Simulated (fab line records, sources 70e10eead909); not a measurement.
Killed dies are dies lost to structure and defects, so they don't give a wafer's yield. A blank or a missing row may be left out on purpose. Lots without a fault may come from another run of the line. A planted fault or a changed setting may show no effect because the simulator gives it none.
Chamber matching | flow nand_harc | NHARC_P_M1_DESCUM_14 on rie_diel-06: 4 sister chambers
The step chemistry O2, time 3 s. 8 wafers are shown with their chamber, then 7 later ones without.

WAFERS WITH THEIR CHAMBER
wafer  | chamber | drypump_motor_current_A (A) | oes_product_au (a.u.)
L077.6 | 0       | 5.8                         | 1.020
L083.1 | 0       | 5.8                         | 0.997
L083.2 | 2       | 5.3                         | 0.994
L083.6 | 3       | 6.0                         | 1.005
L089.1 | 3       | 6.0                         | 1.000
L089.6 | 1       | 6.2                         | 1.018
L090.1 | 1       | 6.2                         | 1.018
L090.3 | 2       | 5.4                         | 0.991

WAFERS WITHOUT THEIR CHAMBER
wafer  | drypump_motor_current_A (A) | oes_product_au (a.u.)
L090.6 | 6.1                         | 0.997
L093.2 | 6.2                         | 1.014
L093.3 | 5.8                         | 1.005
L093.4 | 6.0                         | 1.004
L096.1 | 5.8                         | 0.989
L096.2 | 6.0                         | 0.994
L096.6 | 6.0                         | 0.996

WHICH CHAMBER EACH WENT THROUGH
wafer  | from the rows above     | in truth
L090.6 | can't be placed: 3 or 1 | 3
L093.2 | 1                       | 1
L093.3 | 0                       | 0
L093.4 | 3                       | 3
L096.1 | 0                       | 0
L096.2 | 3                       | 3
L096.6 | 3                       | 3
Placed correctly: 6 of 7. Can't be placed from these rows: 1 (the true chamber is among the candidates in 1). Placed wrongly: 0.
How it was worked out, from the rows above alone: a wafer's distance from a chamber is the root of the sum, over the readings, of the square of ((its reading less the chamber's mean) divided by the reading's scatter). The wafer belongs to the nearest chamber; if the next one is less than 2 further off, it can't be placed. A chamber's mean is the mean of its shown wafers. The scatter: the root of (the sum of the squares of (reading less its chamber's mean) over the shown wafers, divided by (wafers less chambers)).
